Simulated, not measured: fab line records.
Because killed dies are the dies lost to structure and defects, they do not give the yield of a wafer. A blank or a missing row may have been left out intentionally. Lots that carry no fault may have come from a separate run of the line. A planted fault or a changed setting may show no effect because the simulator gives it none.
Chamber matching	flow nandHarc	NHARC_P_M1_STRIP_18 on rieDiel-02 has 4 sister chambers
The step strips in N2/H2. 4 wafers are shown with their chamber, then 10 later ones without.

## WAFERS WITH THEIR CHAMBER
wafer	chamber	drypumpMotorCurrentA (A)
L078.1	2	6.4
L083.1	3	5.1
L087.4	1	5.2
L087.5	0	5.7

## WAFERS WITHOUT THEIR CHAMBER
wafer	drypumpMotorCurrentA (A)
L087.6	5.2
L092.3	5.1
L092.4	5.7
L092.6	6.5
L094.4	5.7
L094.5	5.1
L094.6	6.5
L095.1	5.1
L095.5	5.7
L095.6	6.5

## EACH ONE'S CHAMBER
wafer	from the rows above	in truth
L087.6	can't be placed: 1 or 3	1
L092.3	can't be placed: 3 or 1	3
L092.4	0	0
L092.6	2	2
L094.4	0	0
L094.5	can't be placed: 3 or 1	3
L094.6	2	2
L095.1	can't be placed: 3 or 1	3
L095.5	0	0
L095.6	2	2
6 of 10 placed correctly. Unplaceable from these rows: 4, with the true chamber sitting among the candidates in 4. 0 placed wrongly.
How it was worked out, from the rows above alone: a wafer's distance from a chamber is the root of the sum, over the readings, of the square of ((its reading less the chamber's mean) divided by the reading's scatter). The wafer belongs to the nearest chamber; if the next one is less than 2 further off, it can't be placed. For every chamber, the mean is computed from those of its wafers that are shown. The scatter: with one shown wafer a chamber, the root of the mean of the squares of how far each hidden wafer lies from its nearest shown one.
